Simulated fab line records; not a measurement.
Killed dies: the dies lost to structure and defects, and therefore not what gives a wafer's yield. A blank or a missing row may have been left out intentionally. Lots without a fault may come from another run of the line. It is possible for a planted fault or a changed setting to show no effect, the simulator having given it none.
Matching of chambers -- flow n5_finfet -- 4 sister chambers for N5_BEOL_M12_ETCH_38 on rie_diel-03
The step etches SiCN in CF4/N2, target depth 68.7 nm, time 73.4 s. 8 wafers are shown with their chamber, then 10 later ones without.

## WAFERS, EACH WITH ITS CHAMBER
wafer,chamber,showerhead_plenum_p_Torr (Torr),throttle_valve_pct (%)
L083.3,0,2.11,15.59
L083.6,1,2.26,15.56
L084.2,2,2.18,14.99
L087.1,1,2.26,15.58
L087.2,3,2.31,15.39
L087.3,2,2.17,15.02
L087.4,0,2.10,15.58
L087.5,3,2.31,15.37

## WAFERS WITH NO CHAMBER GIVEN
wafer,showerhead_plenum_p_Torr (Torr),throttle_valve_pct (%)
L087.6,2.17,15.02
L089.1,2.10,15.61
L089.2,2.17,15.01
L089.6,2.10,15.63
L092.1,2.10,15.64
L092.2,2.25,15.07
L092.5,2.30,15.41
L093.1,2.17,15.02
L093.2,2.30,15.41
L093.5,2.30,15.40

## EACH ONE'S CHAMBER
wafer,from the rows above,in truth
L087.6,2,2
L089.1,0,0
L089.2,2,2
L089.6,0,0
L092.1,0,0
L092.2,2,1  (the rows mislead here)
L092.5,3,3
L093.1,2,2
L093.2,3,3
L093.5,3,3
Correct placement for 9 of the 10. Number that these rows cannot place: 0. Number placed wrongly: 1.
How it was worked out, from the rows above alone: a wafer's distance from a chamber is the root of the sum, over the readings, of the square of ((its reading less the chamber's mean) divided by the reading's scatter). If the next closest chamber is less than 2 further off than the closest, the wafer can't be placed; otherwise it belongs to the closest. For every chamber, the mean is computed from those of its wafers that are shown. The scatter is the square root of a quotient: the sum, over the shown wafers, of each reading's squared deviation from its chamber's mean, divided by wafers minus chambers.
